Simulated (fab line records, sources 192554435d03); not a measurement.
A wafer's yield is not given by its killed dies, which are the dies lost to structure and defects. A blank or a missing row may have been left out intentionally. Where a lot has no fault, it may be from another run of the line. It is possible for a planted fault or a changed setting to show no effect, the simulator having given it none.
Struck lot and sound lot, side by side | flow n5 finfet | 15 steps out of a route of 1938
Sound: wafers L283.1, L283.3, L283.4. Wafers struck: L292.3, L292.5. The cause is given at the end.
Each step with rows lists, per side, the tool, then ch with its chambers, then its first start. Under that, the readings that differ: sound wafers | struck wafers | difference of the means | sigmas: that difference in standard deviations of wafers without a fault.
alike: a reading whose means differ by less than 2 such deviations, as well as words and numbers matching on both sides. not compared: withheld readings; readings where some wafer has no value; bounds like >300 that might hide an equal value; numbers whose values overlap and for which the record gives no deviation.
A row with sigmas, a row that says differs or no value, or rows on one side alone: a step with any of these is where the two part. Numbers that have no deviation but don't overlap get no sigmas and don't part them. A reading missing from all wafers of one side parts the sides only when that side holds two or more wafers.

N5_BEOL_M4_STRIP_36: strips in N2/H2.
  sound on rie diel-04 ch 0,2,3, day 7 19:40; struck on rie diel-02 ch 0,2, day 9 13:58
  alike: drypump motor current A, oes product au, rf vpp V, showerhead plenum p Torr, throttle valve pct
  not compared: rf hours counter h
N5_BEOL_M4_TRENCH_ETCH_37: etches SiOC in C4F6/O2, target depth 55.555 nm, time 29.2 s.
  sound: rie diel-04 ch 0,2,3; struck: rie diel-02 ch 0,2
  alike: drypump motor current A, oes product au, rf vpp V, showerhead plenum p Torr, throttle valve pct
  not compared: rf hours counter h
N5_BEOL_M4_ETCH_41: etches SiCN in CH3F/O2, target depth 29.9 nm, time 52.5 s.
  sound: rie diel-04 ch 0,2,3; struck: rie diel-02 ch 0,2
  alike: drypump motor current A, oes product au, rf vpp V, showerhead plenum p Torr, throttle valve pct
  not compared: rf hours counter h
N5_BEOL_M4_STRIP_97: strips in N2/H2, time 10 s.
  sound: rie diel-04 ch 0,2,3; struck: rie diel-02 ch 0,2
  reading      | sound          | struck    | difference | sigmas
  rf vpp V (V) | 60.0 59.3 60.0 | 57.4 58.5 | -1.8       | -2
  alike: drypump motor current A, oes product au, showerhead plenum p Torr, throttle valve pct
  not compared: rf hours counter h
N5_BEOL_M4_OCD_MEAS_38:
  sound on ocd-02 at day 7 19:52; struck on ocd-01 at day 9 14:10
  alike: trench depth nm
then, 4 steps without rows for these wafers: N5_BEOL_M4_HM_STRIP_39 (strips TiN in peroxide tin strip, target depth 25 nm, time 158 s); N5_BEOL_M4_SRD_40 (time 30 s); N5_BEOL_M4_PRECLEAN_42 (cleans in residue remover, time 60 s); N5_BEOL_M4_SRD_43 (time 30 s).
N5_BEOL_M4_CD_MEAS_35: target cd 18 nm, target cd y 22.4 nm.
  sound on cd sem-02 at day 7 20:01; struck on cd sem-02 at day 9 14:19
  alike: cd nm
N5_BEOL_M4_DEGAS_44: time 60 s.
  sound on pvd sputter-03 at day 7 20:24; struck on pvd sputter-03 at day 9 14:29
  alike: heater power w
then, 1 step without rows for these wafers: N5_BEOL_M4_PRE_CLEAN_45 (time 30 s).
N5_BEOL_M4_ALD_84: deposits TaN, pulse time 2 s, purge time 3 s, co reactant purge time 2 s.
  sound on ald metal-02 ch 0,2,3, day 7 20:31; struck on ald metal-01 ch 2,3, day 9 14:39
  reading                      | sound | struck        | difference | sigmas
  co reactant pulse time s (s) | 3 3 3 | 3.3825 3.3825 | +0.3825    |
  alike: heater power w
then, 1 step without rows for these wafers: N5_BEOL_M4_SURFACE_TREAT_85.
N5_BEOL_M4_RC_MEAS_101:
  sound on prober-01 ch 0, day 8 00:06; struck on prober-02 ch 0, day 9 19:34
  alike: DIBL_N, DIBL_P, IOFF_N, IOFF_P, ION_N, ION_P, SS_N, SS_P, VT_N, VT_P

## WHERE THEY PART
Only at N5_BEOL_M4_STRIP_97, within this record. Later steps at which nothing parts them and some readings are alike: N5_BEOL_M4_OCD_MEAS_38, N5_BEOL_M4_CD_MEAS_35, N5_BEOL_M4_DEGAS_44, N5_BEOL_M4_ALD_84, N5_BEOL_M4_RC_MEAS_101.

WHY: what the simulator had put in
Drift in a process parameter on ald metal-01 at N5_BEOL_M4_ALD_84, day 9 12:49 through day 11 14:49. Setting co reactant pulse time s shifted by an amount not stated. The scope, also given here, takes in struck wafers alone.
